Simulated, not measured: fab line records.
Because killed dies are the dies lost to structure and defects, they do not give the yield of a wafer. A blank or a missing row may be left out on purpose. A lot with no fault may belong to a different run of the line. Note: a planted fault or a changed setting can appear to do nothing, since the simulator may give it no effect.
Comparing a struck lot with a sound one :: flow n5-finfet :: 37 steps out of a route of 1938
Sound: these wafers, L574.2, L574.4, L574.5. Struck: wafer L582.6 (left out: L582.1, L582.4 of the same lot, which were not struck); the cause appears at the end.
Order at every step that has rows: each side's tool, ch and its chambers, its first start. Under that, the readings that differ: sound wafers :: struck wafers :: difference of the means :: sigmas: that difference in standard deviations of wafers without a fault.
alike: words and numbers the same on both sides, and readings whose means are apart by under 2 such deviations; not compared: readings that were withheld, readings missing a value for some wafer, numbers with overlapping values and no deviation given by the record, and bounds like >300 which may hide the same value.
Wherever a step has rows on one side only, a row that says differs or no value, or a row with sigmas, the two part there. Numbers that have no deviation but don't overlap get no sigmas and don't part them. A reading missing from all wafers of one side parts the sides only when that side holds two or more wafers.

first, 9 steps without rows for these wafers: N5_MOL_CONTACT_COAG_SOFTBAKE_79 (time 60 s); N5_MOL_CONTACT_COAG_EXPOSE_81 (exposes mask VG, defocus 0 nm); N5_MOL_CONTACT_COAG_PEB_82 (peb time 60 s); N5_MOL_CONTACT_COAG_DEVELOP_83 (develop time 30 s); N5_MOL_CONTACT_COAG_DESCUM_88 (chemistry O2, time 7 s); N5_MOL_CONTACT_COAG_ETCH_89 (etches underlayer in N2/H2, target depth 13 nm, time 10.4 s); N5_MOL_CONTACT_COAG_ETCH_90 (etches SiARC in CF4, target depth 13 nm, time 21.7 s); N5_MOL_CONTACT_COAG_ALD_131 (deposits SiO2, target thk 5 nm, pulse time 1 s, co reactant pulse time 1 s); N5_MOL_CONTACT_COAG_ETCHBACK_132 (etches SiO2 in CHF3, target depth 10 nm, time 6.7 s).
N5_MOL_CONTACT_COAG_ETCH_91: etches SOC in N2/H2, target depth 60 nm, overetch 21 nm, time 101.2 s.
  sound on rie-diel-06 ch 0,1, day 6 01:55; struck on rie-diel-06 ch 0, day 7 18:01
reading: model.SiARC_of_MOL_CONTACT_COAG_COAT_76.thk-nm (nm)
sound: 5.6 5.6 5.6
struck: 6.8
difference: +1.2
sigmas: 
  alike: drypump-motor-current-A, oes-product-au, rf-vpp-V, showerhead-plenum-p-Torr, temp-c, throttle-valve-pct
  not compared: rf-hours-counter-h
then, 25 steps without rows for these wafers: N5_MOL_CONTACT_COAG_STRIP_92 (strips in N2/H2); N5_MOL_CONTACT_COAG_STRIP_93 (strips in N2/H2); N5_MOL_CONTACT_COAG_ETCHBACK_135 (etches SiO2 in CHF3, target depth 25 nm, time 16.7 s); N5_MOL_CONTACT_COAG_STRIP_118 (strips in CHF3); N5_MOL_CONTACT_COAG_VIA_ETCH_46 (etches SiO2 in C4F6/O2, target depth 46 nm, overetch 9.2 nm, time 40 s); N5_MOL_CONTACT_COAG_STRIP_96 (strips in N2/H2); N5_MOL_CONTACT_COAG_ETCH_47 (etches SiNx in CH3F/O2, stops on W, target depth 27 nm); N5_MOL_CONTACT_COAG_STRIP_119 (strips in N2/H2, time 30 s); N5_MOL_CONTACT_COAG_PRECLEAN_144 (cleans in alkaline clean, time 60 s); N5_MOL_CONTACT_COAG_SRD_145 (time 30 s); N5_MOL_CONTACT_COAG_COAT_62 (time 60 s, resist thk 60 nm); N5_MOL_CONTACT_COAG_COAT_63 (time 60 s, resist thk 10 nm); N5_MOL_CONTACT_COAG_COAT_64 (time 60 s, resist thk 10 nm); N5_MOL_CONTACT_COAG_COAT_34 (resist thk 40 nm); N5_MOL_CONTACT_COAG_EBR_36; N5_MOL_CONTACT_COAG_SOFTBAKE_35 (time 60 s); N5_MOL_CONTACT_COAG_EXPOSE_37 (exposes mask VD, defocus 0 nm); N5_MOL_CONTACT_COAG_PEB_38 (peb time 60 s); N5_MOL_CONTACT_COAG_DEVELOP_39 (develop time 30 s); N5_MOL_CONTACT_COAG_DESCUM_45 (chemistry O2, time 7 s); N5_MOL_CONTACT_COAG_ETCH_65 (etches underlayer in N2/H2, target depth 13 nm, time 10.4 s); N5_MOL_CONTACT_COAG_ETCH_66 (etches SiARC in CF4, target depth 13 nm, time 21.7 s); N5_MOL_CONTACT_COAG_ALD_133 (deposits SiO2, target thk 5 nm, pulse time 1 s, co reactant pulse time 1 s); N5_MOL_CONTACT_COAG_ETCHBACK_134 (etches SiO2 in CHF3, target depth 10 nm, time 6.7 s); N5_MOL_CONTACT_COAG_ETCH_67 (etches SOC in N2/H2, target depth 60 nm, overetch 21 nm, time 101.2 s).
-- the record jumps here: 3 days lie between the struck wafers' starts before and after (it left off in module MOL_CONTACT_COAG and takes up again in module BEOL_M4, whose first step shown is number 1111 of the route) --
N5_BEOL_M4_RC_MEAS_101:
  sound on prober-02 ch 0, day 9 02:17; struck on prober-01 ch 0, day 10 16:18
reading: IOFF_P (nA/um)
sound: 0.27 0.21 0.22
struck: 0.15
difference: -0.08
sigmas: -3

reading: VT_P (mV)
sound: -245 -249 -247
struck: -255
difference: -8
sigmas: -3
  alike: DIBL_N, DIBL_P, IOFF_N, ION_N, ION_P, SS_N, SS_P, VT_N
-- record jumps: 4 days separate the struck wafers' starts on either side; left off in module BEOL_M4, taken up again in module PASSIVATION, whose first shown step is the route's number 1936 --
N5_PASSIVATION_PROBE_49:
  only the struck wafers here have rows in the record (prober-01, day 14 22:07); the sound ones have none

== WHERE THEY PART ==
Earliest at N5_BEOL_M4_RC_MEAS_101; latest, in this record, at N5_PASSIVATION_PROBE_49.

WHY: the cause the simulator had injected
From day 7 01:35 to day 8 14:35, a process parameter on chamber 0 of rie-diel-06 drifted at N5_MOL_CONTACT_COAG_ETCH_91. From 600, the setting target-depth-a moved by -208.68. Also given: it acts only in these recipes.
